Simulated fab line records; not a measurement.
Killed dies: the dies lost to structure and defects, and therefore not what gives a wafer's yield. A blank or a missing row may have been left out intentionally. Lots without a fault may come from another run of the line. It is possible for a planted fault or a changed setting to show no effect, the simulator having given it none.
Struck lot and sound lot, side by side	flow n5-finfet	14 out of 1938 route steps
Sound: the wafers L721.1, L721.2, L721.4. Wafers struck: L729.2, L729.3, L729.4. The cause is given at the end.
At each step with rows: each side's tool, then ch and its chambers, then its first start. Under that, the readings that differ: sound wafers	struck wafers	difference of the means	sigmas: that difference in standard deviations of wafers without a fault.
alike: words and numbers the same on both sides, and readings whose means are apart by under 2 such deviations; not compared: readings that were withheld, readings missing a value for some wafer, numbers with overlapping values and no deviation given by the record, and bounds like >300 which may hide the same value.
A row with sigmas, a row that says differs or no value, or rows on one side alone: a step with any of these is where the two part. Numbers that have no deviation but don't overlap get no sigmas and don't part them. A reading that every wafer of one side lacks parts them only if that side has two wafers or more.

first, 1 step without rows for these wafers: N5_BEOL_M11_PRE_CLEAN_55 (time 15 s).
N5_BEOL_M11_DEP_56: deposits SiCN from 3MS/NH3, target thk 30 nm, time 10.5 s.
  sound on pecvd-04 ch 0,2, day 13 09:46; struck on pecvd-04 ch 0,1,2, day 15 05:45
  alike: showerhead-plenum-p-Torr, throttle-valve-pct
N5_BEOL_M11_RS_MEAS_57: measurement is done with a four-point probe.
  struck on film-metro-01, day 15 05:49; sound on film-metro-02, day 13 09:50
  alike: M11_RS
N5_BEOL_M11_INSPECT_58: inspects for defects (darkfield).
  struck on defect-inspect-01, day 15 05:50; sound on defect-inspect-01, day 13 09:51
  alike: raw-defect-count
N5_BEOL_M12_ILD_DEP_00: deposits SiOC from DEMS/O2, target thk 658.92 nm, time 130.7 s.
  sound on pecvd-04 ch 0,1,2, day 13 09:53; struck on pecvd-03 ch 0,1, day 15 05:52
  alike: heater-power-w, showerhead-plenum-p-Torr, throttle-valve-pct
N5_BEOL_M12_THK_MEAS_01:
  struck on film-metro-01, day 15 06:00; sound on film-metro-01, day 13 10:01
  alike: M12_ILD_THK
then, 6 steps without rows for these wafers: N5_BEOL_M12_COAT_58 (time 60 s, resist thk 89 nm); N5_BEOL_M12_COAT_04 (resist thk 400 nm); N5_BEOL_M12_EBR_06; N5_BEOL_M12_SOFTBAKE_05 (time 60 s); N5_BEOL_M12_EXPOSE_07 (exposes mask V11); N5_BEOL_M12_PEB_08 (peb time 90 s).
N5_BEOL_M12_DEVELOP_09: develop time 45 s.
  struck on litho-track-03, day 15 06:19; sound on litho-track-04 ch 0, day 13 10:13
  no value came back on the struck wafers for chill-plate-temp-C (C), develop-time-s (s); on the sound wafers chill-plate-temp-C (C) reads 23.12 23.17 23.08
reading	sound	struck	difference	sigmas
model.coat_of_BEOL_M12_COAT_04.thk-nm (nm)	386.8 386.4 386.8	398.6 396.8 399.2	+11.5	
then, 1 step without rows for these wafers: N5_BEOL_M12_HARDBAKE_14 (time 120 s).

WHERE THEY PART
Only at N5_BEOL_M12_DEVELOP_09, as far as this record shows.

WHY: what the simulator had put in
At N5_BEOL_M12_DEVELOP_09, the step was skipped entirely on litho-track-03 from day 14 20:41 on. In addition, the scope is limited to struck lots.
